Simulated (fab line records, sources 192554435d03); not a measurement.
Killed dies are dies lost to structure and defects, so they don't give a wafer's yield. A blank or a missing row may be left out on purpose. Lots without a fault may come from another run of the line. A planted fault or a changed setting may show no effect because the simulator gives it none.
fab line records | flow n5_finfet | part 2 of 2: steps 31 to 42 of 42
record lots=7 wafers=19 last_day=18
route steps=1938 shown HKMG_FIN@426 GATE_CUT@465 BEOL_M4@1111
lots that met no fault: from a run of the same line without faults
start_h: hours from the record's first day to the start of the lot's first wafer shown | wait_h: hours since the lot's step before | " the same as in the row above | L1.1+2: a row that stands for several wafers | - no value, or no start given | * or withheld: withheld | < > ~ a bound
route shown NAME@n: a module of which the file shows steps, and the number in the route of the first | usual: mean/standard deviation of fault-free wafers | same: alike in all rows | chamber/n: place in a boat | sites: the reading at each site | _std_site: their standard deviation | _edge_site: outer sites' mean less inner sites' | radius_mm: how far each site lies from the wafer's centre | mask NAME#n: copy n | behind: the tool/chamber that last shaped the wafer | hold: why the lot was held/for how many hours/how that ended | device: the transistor (n, p or np) that didn't switch | end of line: the same wafers' tests at the end of the route | a step without rows: its recipe alone | killed: dies lost to structure and defects at the first sort, not the wafer's yield | map: a wafer's dies, x killed, . not, _ none there
set.NAME: the setting as run; set.NAME@STEP: as run at that earlier step | model.NAME: the simulator's own value behind a step, which no gauge read
lots at some steps of the route; a table a step, a row a wafer
services: from which hour (start_h, from the record's first day; less than 0 if before it) a tool's chamber was out of use, for how many hours, and why
## steps
# step N5_HKMG_FIN_ALD_21
# recipe material=TiN target_thk_a=15 temp_c=400 ald_precursor_family=TiCl4 ald_co_reactant=NH3 pulse_time_s=1 purge_time_s=3 co_reactant_purge_time_s=2 co_reactant_pulse_time_s=2 ald_cycles=68 pressure_torr=3
# usual heater_power_w=867/89 precursor_pulse_height_rel=0.999/0.02
# columns lot.wafer tool chamber start_h wait_h heater_power_w precursor_pulse_height_rel
L530.1 ald_metal-03 1 133.64 0.3 930 1.025
L530.2 " 2 " " 928 1.002
L530.6 " 1 " " 939 1.040
L533.3 ald_metal-02 0 151.98 0.1 770 0.986
L533.4 " 2 " " 806 1.000
L533.6 " 3 " " 953 0.997
L536.1 ald_metal-02 2 171.58 0.3 808 1.007
L536.3 " 0 " " 750 0.981
L536.5 " 0 " " 744 0.980
L538.2 ald_metal-02 2 183.70 0.3 772 0.987
L538.3 " 3 " " 977 0.985
L541.2 ald_metal-03 3 206.53 0.3 931 1.020
L541.3 " 0 " " 832 1.019
L543.2 ald_metal-01 3 212.82 0.3 802 1.022
L543.3 " 2 " " 737 0.995
L543.6 " 2 " " 712 1.002
L544.2 ald_metal-02 2 217.73 0.3 799 1.036
L544.3 " 3 " " 1003 0.988
L544.5 " 2 " " 809 1.008
# step N5_HKMG_FIN_ALD_72
# recipe material=W target_thk_a=20 temp_c=300 pressure_torr=7.5 ald_precursor_family=WF6 ald_co_reactant=B2H6 pulse_time_s=1 purge_time_s=2 co_reactant_purge_time_s=2 co_reactant_pulse_time_s=3 ald_cycles=7
# step N5_HKMG_FIN_W_FILL_22
# recipe material=W target_thk_a=600 temp_c=400 pressure_torr=39.4 time_s=18.2
# step N5_HKMG_FIN_PRECLEAN_83
# recipe chemistry=DIW time_s=57.5 temp_c=23
# step N5_HKMG_FIN_SRD_84
# recipe dry_time_s=32 dry=n2_spin spin_rpm=1500
# step N5_HKMG_FIN_CMP_23
# recipe stop_on=SiNx t_overpolish_s=10 post_cmp_clean=rinse_only down_force_psi=4 platen_rpm=50.289 pad_velocity_m_s=1.0006 target_thk_nm=46.326
# step N5_HKMG_FIN_CMP_94
# recipe stop_on=SiNx post_cmp_clean=w_dilute_nh4oh t_overpolish_s=4.7 down_force_psi=4 platen_rpm=50.289 pad_velocity_m_s=1.0006 target_thk_nm=43.299
# step N5_HKMG_FIN_INSPECT_28
# recipe inspect_instrument=darkfield mode=post_cmp
# usual raw_defect_count=35/15
# columns lot.wafer tool chamber start_h wait_h raw_defect_count
L530.1 defect_inspect-02 - 134.93 0.0 66
L530.2 " - " " 35
L530.6 " - " " 25
L533.3 defect_inspect-02 - 153.22 0.0 54
L533.4 " - " " 38
L533.6 " - " " 55
L536.1 defect_inspect-02 - 172.83 0.0 15
L536.3 " - " " 25
L536.5 " - " " 28
L538.2 defect_inspect-01 - 184.96 0.0 20
L538.3 " - " " 33
L541.2 defect_inspect-02 - 207.77 0.0 29
L541.3 " - " " 55
L543.2 defect_inspect-02 - 214.09 0.0 80
L543.3 " - " " 33
L543.6 " - " " 21
L544.2 defect_inspect-02 - 218.97 0.0 55
L544.3 " - " " 44
L544.5 " - " " 57
# step N5_GATE_CUT_ETCHBACK_00
# recipe chemistry=SF6/Cl2 target=W pressure_mtorr=8 icp_w=900 bias_w=80 SF6_flow_sccm=40 Cl2_flow_sccm=60
# step N5_GATE_CUT_ETCH_56
# recipe chemistry=Cl2/Ar target=TiN target_depth_a=216 pressure_mtorr=10 icp_w=600 bias_w=60 Cl2_flow_sccm=40 Ar_flow_sccm=60
# step N5_GATE_CUT_ETCHBACK_30
# recipe chemistry=Cl2/Ar target=TiN target_depth_a=30 mode=isotropic pressure_mtorr=10 icp_w=600 bias_w=60 Cl2_flow_sccm=40 Ar_flow_sccm=60
# step N5_BEOL_M4_RC_MEAS_101
# usual DIBL_N=35.9/1.4 DIBL_P=35.9/1.7 EOT_N=10.54/0.11 EOT_P=10.50/0.1 IGATE_N=0.0122/0.0018 IGATE_P=0.0036/0.00054 IOFF_N=0.160/0.026 IOFF_P=0.21/0.036 ION_N=672/11 ION_P=461/8.1 SS_N=71.4/0.54 SS_P=73.2/0.67 VT_N=249.3/2.7 VT_P=-250/3.9
# columns lot.wafer tool chamber start_h wait_h DIBL_N[mV/V] DIBL_P[mV/V] EOT_N EOT_P IGATE_N[nA/um] IGATE_P[nA/um] IOFF_N[nA/um] IOFF_P[nA/um] ION_N[uA/um] ION_P[uA/um] SS_N[mV/dec] SS_P[mV/dec] VT_N[mV] VT_P[mV]
L530.1 prober-02 0 221.02 0.0 35.1 33.8 10.62 10.54 0.0130 0.0039 0.134 0.17 663 457 71.3 72.8 250.4 -255
L530.2 " 0 " " 34.6 33.7 10.65 10.52 0.0125 0.0038 0.127 0.18 668 459 70.5 72.7 252.8 -251
L530.6 " 0 " " 37.1 36.7 10.54 10.39 0.0132 0.0039 0.169 0.23 677 460 71.7 72.7 246.9 -247
L533.3 prober-02 0 250.35 0.3 38.5 39.2 10.46 10.45 0.0152 0.0045 0.206 0.25 698 473 72.6 73.8 246.2 -249
L533.4 " 0 " " 34.6 34.6 10.44 10.51 0.0121 0.0036 0.135 0.18 671 457 71.3 72.2 251.0 -253
L533.6 " 0 " " 36.9 37.0 10.54 10.48 0.0147 0.0044 0.165 0.21 685 468 71.8 72.7 248.2 -251
L536.1 prober-02 0 254.92 0.0 33.2 33.0 10.52 10.43 0.0125 0.0037 0.127 0.14 662 451 70.4 72.6 252.5 -257
L536.3 " 0 " " 34.7 34.7 10.15 10.12 0.0371 0.0110 0.135 0.14 671 453 71.0 72.9 251.7 -258
L536.5 " 0 " " 34.4 34.5 10.46 10.37 0.0133 0.0039 0.135 0.15 663 450 71.1 72.9 250.8 -258
L538.2 prober-02 0 261.09 0.2 36.3 36.1 10.25 10.27 0.0322 0.0098 0.163 0.25 667 465 71.3 73.0 246.9 -248
L538.3 " 0 " " 34.4 34.3 10.13 10.17 0.0439 0.0132 0.143 0.22 682 479 70.7 72.5 248.5 -246
L541.2 prober-02 0 309.51 0.2 35.7 33.9 10.37 10.25 0.0411 0.0118 0.132 0.15 674 460 70.8 72.9 251.1 -258
L541.3 " 0 " " 36.1 34.8 10.28 10.19 0.0475 0.0138 0.129 0.16 649 446 71.7 72.9 254.3 -255
L543.2 prober-01 0 309.85 0.2 34.5 35.1 10.66 10.49 0.0136 0.0041 0.159 0.19 681 463 71.0 73.0 249.1 -252
L543.3 " 0 " " 35.1 37.1 10.55 10.54 0.0104 0.0031 0.174 0.22 690 470 71.7 73.1 246.4 -252
L543.6 " 0 " " 34.4 35.6 10.68 10.57 0.0117 0.0035 0.158 0.20 682 466 71.4 72.7 248.8 -251
L544.2 prober-02 0 316.42 0.2 39.0 40.0 10.62 10.47 0.0115 0.0034 0.214 0.25 680 464 72.3 74.7 247.5 -248
L544.3 " 0 " " 38.4 39.7 10.41 10.39 0.0141 0.0042 0.194 0.24 668 459 71.7 74.4 249.7 -250
L544.5 " 0 " " 35.8 36.9 10.53 10.37 0.0138 0.0041 0.151 0.19 663 456 71.6 73.2 252.8 -254
## services
# columns tool chamber start_h hours kind
ald_metal-02 1 109.06 5.2 repair
ald_metal-01 - 109.58 6.0 pm
ald_metal-03 - 119.73 7.3 repair
ald_metal-02 - 128.34 8.7 pm
rie_diel-06 2 130.51 8.3 repair
rie_diel-05 1 139.24 - clean
rie_diel-05 1 139.24 - consumable_replace:focus_ring
rie_diel-05 1 139.24 - consumable_replace:showerhead
rie_diel-05 1 139.24 12.1 scheduled_down
rie_diel-05 1 139.24 12.1 vent_cycle
ald_metal-02 - 155.10 2.8 pm
rie_diel-06 3 159.99 6.8 repair
ald_metal-01 - 197.32 8.7 pm
rie_diel-05 2 204.27 - clean
rie_diel-05 2 204.27 - consumable_replace:focus_ring
rie_diel-05 2 204.27 - consumable_replace:showerhead
rie_diel-05 2 204.27 26.8 scheduled_down
rie_diel-05 2 204.27 26.8 vent_cycle
rie_diel-06 1 211.69 - clean
rie_diel-06 1 211.69 - consumable_replace:focus_ring
rie_diel-06 1 211.69 15.6 scheduled_down
rie_diel-06 1 211.69 15.6 vent_cycle
## key
first_sign step=N5_HKMG_FIN_ETCH_35 reading=oes_product_au direction=up sigmas=5 usual=0.74 struck=1.06
effect step=N5_BEOL_M4_RC_MEAS_101 reading=IGATE_N direction=up sigmas=15 usual=0.0122 struck=0.0404
effect step=N5_BEOL_M4_RC_MEAS_101 reading=IGATE_P direction=up sigmas=15 usual=0.0036 struck=0.0119
effect step=N5_BEOL_M4_RC_MEAS_101 reading=EOT_P direction=down sigmas=2.9 usual=10.50 struck=10.20
effect step=N5_BEOL_M4_RC_MEAS_101 reading=EOT_N direction=down sigmas=2.9 usual=10.54 struck=10.24
model_effect step=N5_HKMG_FIN_ETCH_35 value=HKMG_FIN.feature_depth_nm without=209.3 struck=348.5
model_effect step=N5_HKMG_FIN_STRIP_92 value=SOC_of_HKMG_FIN_COAT_29.thk_nm without=80.72 struck=0
met_at N5_HKMG_FIN_ETCH_35
struck_wafers L536.3,L538.2,L538.3,L541.2,L541.3
sort_left_out L536.3,L538.2,L538.3,L541.2,L541.3
onset_between 149.14 168.72
fault kind=process_parameter_drift tool=rie_diel-06 chamber=- onset_h=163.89 steps=N5_HKMG_FIN_ETCH_35 channel=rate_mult offset=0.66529 shape=step end_h=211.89 scope=struck_wafers_only
# sort_left_out: the simulated sort isn't trusted on such a fault, so these wafers' sort isn't shown, and their yield isn't known
